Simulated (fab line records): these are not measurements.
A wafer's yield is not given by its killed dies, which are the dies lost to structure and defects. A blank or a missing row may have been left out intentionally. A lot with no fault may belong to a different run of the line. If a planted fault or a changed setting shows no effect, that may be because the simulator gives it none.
Struck lot and sound lot, side by side	flow n5_finfet	36 steps out of a route of 1938
Sound: the wafers L759.1, L759.3, L759.5. Wafers struck: L772.1, L772.3, L772.6. The cause comes at the end.
At each step with rows: each side's tool, then ch and its chambers, then its first start. Under that, the readings that differ: sound wafers	struck wafers	difference of the means	sigmas: that difference in standard deviations of wafers without a fault.
alike: readings whose means differ by less than 2 such deviations, and words and numbers that are the same on both sides. not compared: withheld readings, readings that some wafer has no value for, bounds like >300 that may hide the same value, and numbers for which the record gives no deviation and whose values overlap.
A row with sigmas, a row that says differs or no value, or rows on one side alone: a step with any of these is where the two part. Numbers that have no deviation but don't overlap get no sigmas and don't part them. A reading missing from all wafers of one side parts the sides only when that side holds two or more wafers.

first, 9 steps without rows for these wafers: N5_BEOL_M4_ANNEAL_95 (time 240 s); N5_BEOL_M4_SPUTTER_96 (material Cu, target thk 4.5 nm, time 8.29 s); N5_BEOL_M4_ECD_50 (material Cu, target thk 300 nm); N5_BEOL_M4_ANNEAL_51 (time 90 s); N5_BEOL_M4_CMP_52 (polishes, stops on SiOC, t overpolish 6.8 s, target thk 40 nm); N5_BEOL_M4_PRE_CLEAN_60 (time 15 s); N5_BEOL_M4_CO_CAP_55 (material Co, precursor CCTBA/H2, target thk 2 nm, time 102.1 s); N5_BEOL_M4_PRE_CLEAN_56 (time 15 s); N5_BEOL_M4_DEP_57 (deposits SiCN from 3MS/NH3, target thk 8 nm, time 14 s).
N5_BEOL_M4_RC_MEAS_101:
  sound on prober-02 ch 0, day 8 17:15; struck on prober-01 ch 0, day 11 16:34
  alike: DIBL_N, DIBL_P, IOFF_N, IOFF_P, ION_N, ION_P, SS_N, SS_P, VT_N, VT_P
then, 24 steps without rows for these wafers: N5_BEOL_M5_ILD_DEP_00 (deposits SiCOH lowk from DEMS/porogen, target thk 140.64 nm, time 25.9 s); N5_BEOL_M5_CURE_79 (cures SiCOH lowk, time 240 s); N5_BEOL_M5_PECVD_70 (deposits SiO2 from TEOS/O2, target thk 16 nm, time 18 s); N5_BEOL_M5_HM_DEP_02 (deposits TiN, target thk 20 nm); N5_BEOL_M5_COAT_59 (time 60 s, resist thk 60 nm); N5_BEOL_M5_COAT_60 (time 60 s, resist thk 12 nm); N5_BEOL_M5_COAT_71 (time 60 s, resist thk 5 nm); N5_BEOL_M5_COAT_05 (resist thk 30 nm); N5_BEOL_M5_EBR_07; N5_BEOL_M5_SOFTBAKE_06 (time 60 s); N5_BEOL_M5_EXPOSE_08 (exposes mask M5, target cd 28 nm); N5_BEOL_M5_PEB_09 (peb time 60 s); N5_BEOL_M5_DEVELOP_10 (develop time 30 s); N5_BEOL_M5_DESCUM_16 (chemistry O2, time 7 s); N5_BEOL_M5_ETCH_72 (etches underlayer in N2/H2, target depth 6.5 nm, time 5.2 s); N5_BEOL_M5_ETCH_61 (etches SiARC in CF4, target depth 15.6 nm, time 26 s); N5_BEOL_M5_ETCH_62 (etches SOC in N2/H2, target depth 75 nm, overetch 15 nm, time 112.5 s); N5_BEOL_M5_STRIP_63 (strips in N2/H2); N5_BEOL_M5_STRIP_73 (strips in N2/H2); N5_BEOL_M5_STRIP_64 (strips in CF4); N5_BEOL_M5_HM_OPEN_17 (chemistry Cl2/BCl3, target TiN, target depth 20 nm, overetch 6 nm); N5_BEOL_M5_STRIP_19 (strips in O2); N5_BEOL_M5_COAT_65 (time 60 s, resist thk 60 nm); N5_BEOL_M5_COAT_66 (time 60 s, resist thk 12 nm).
N5_BEOL_M5_VIA_ETCH_34: etches SiCOH lowk in C4F6/O2, target depth 88.3 nm, time 39.2 s.
  sound on rie_diel-05 ch 0,1,2, day 8 23:23; struck on rie_diel-01 ch 0,1, day 11 22:41
reading	sound	struck	difference	sigmas
model.etch.depth_nm (nm)	86.45 87.25 88.71	66.58 65.67 65.79	-21.46	
model.SOC_of_BEOL_M5_COAT_65.thk_nm (nm)	55.8 55.8 55.8	57 56.8 57	+1	
  alike: O2_flow_sccm, drypump_motor_current_A, mfc_ar_sccm, oes_product_au, rf_vpp_V, showerhead_plenum_p_Torr, throttle_valve_pct
  not compared: rf_hours_counter_h
-- record jumps: 4 days separate the struck wafers' starts on either side; left off in module BEOL_M5, taken up again in module PASSIVATION, whose first shown step is the route's number 1936 --
N5_PASSIVATION_PROBE_49:
  only the struck wafers here have rows in the record (prober-02, day 16 00:44); the sound ones have none

## WHERE THEY PART
Only at N5_PASSIVATION_PROBE_49, as far as this record shows.

WHY: what had been put in by the simulator
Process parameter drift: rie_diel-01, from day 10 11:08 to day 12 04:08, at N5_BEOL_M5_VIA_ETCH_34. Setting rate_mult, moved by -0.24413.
